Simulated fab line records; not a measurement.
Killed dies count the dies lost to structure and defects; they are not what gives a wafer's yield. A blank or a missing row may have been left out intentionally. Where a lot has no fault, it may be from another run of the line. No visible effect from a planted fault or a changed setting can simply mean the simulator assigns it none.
Chamber matching / flow nand harc / NHARC_A_STAIRCASE_ETCH_253 on rie diel-09: 4 sister chambers
The step etches the open film in C4F8/O2, target depth 50 nm, time 20.2 s. 8 wafers are shown with their chamber, then 10 later ones without.

== WAFERS WITH THEIR CHAMBER ==
wafer=L086.1; chamber=0; rf vpp V (V)=886; oes product au (a.u.)=0.965
wafer=L086.2; chamber=3; rf vpp V (V)=904; oes product au (a.u.)=0.955
wafer=L086.5; chamber=2; rf vpp V (V)=888; oes product au (a.u.)=0.960
wafer=L087.1; chamber=1; rf vpp V (V)=900; oes product au (a.u.)=0.932
wafer=L087.2; chamber=2; rf vpp V (V)=888; oes product au (a.u.)=0.941
wafer=L087.4; chamber=0; rf vpp V (V)=905; oes product au (a.u.)=0.943
wafer=L088.2; chamber=3; rf vpp V (V)=904; oes product au (a.u.)=0.984
wafer=L088.4; chamber=1; rf vpp V (V)=900; oes product au (a.u.)=0.960

== WAFERS WITH NO CHAMBER GIVEN ==
wafer=L088.5; rf vpp V (V)=905; oes product au (a.u.)=0.983
wafer=L090.1; rf vpp V (V)=901; oes product au (a.u.)=0.962
wafer=L090.3; rf vpp V (V)=888; oes product au (a.u.)=0.965
wafer=L090.6; rf vpp V (V)=888; oes product au (a.u.)=0.959
wafer=L093.1; rf vpp V (V)=887; oes product au (a.u.)=0.948
wafer=L093.3; rf vpp V (V)=901; oes product au (a.u.)=0.940
wafer=L093.4; rf vpp V (V)=904; oes product au (a.u.)=0.951
wafer=L092.2; rf vpp V (V)=905; oes product au (a.u.)=0.955
wafer=L092.3; rf vpp V (V)=904; oes product au (a.u.)=0.965
wafer=L092.4; rf vpp V (V)=898; oes product au (a.u.)=0.952

== WHICH CHAMBER EACH WENT THROUGH ==
wafer=L088.5; from the rows above=can't be placed: 3 or 0 or 1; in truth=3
wafer=L090.1; from the rows above=can't be placed: 3 or 1 or 0 or 2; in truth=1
wafer=L090.3; from the rows above=can't be placed: 2 or 0 or 1 or 3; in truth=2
wafer=L090.6; from the rows above=can't be placed: 2 or 0 or 1 or 3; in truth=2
wafer=L093.1; from the rows above=can't be placed: 2 or 0 or 1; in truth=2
wafer=L093.3; from the rows above=can't be placed: 1 or 0 or 3 or 2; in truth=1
wafer=L093.4; from the rows above=can't be placed: 1 or 3 or 0 or 2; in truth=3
wafer=L092.2; from the rows above=can't be placed: 3 or 1 or 0 or 2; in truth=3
wafer=L092.3; from the rows above=can't be placed: 3 or 1 or 0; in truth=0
wafer=L092.4; from the rows above=can't be placed: 0 or 1 or 3 or 2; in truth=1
Placed correctly: 0 of 10. Not placeable from these rows: 10 (in 10, the candidates include the true chamber). 0 placed wrongly.
How it was worked out, from the rows above alone: a wafer's distance from a chamber is the root of the sum, over the readings, of the square of ((its reading less the chamber's mean) divided by the reading's scatter). If the next closest chamber is less than 2 further off than the closest, the wafer can't be placed; otherwise it belongs to the closest. For every chamber, the mean is computed from those of its wafers that are shown. The scatter is the square root of a quotient: the sum, over the shown wafers, of each reading's squared deviation from its chamber's mean, divided by wafers minus chambers.
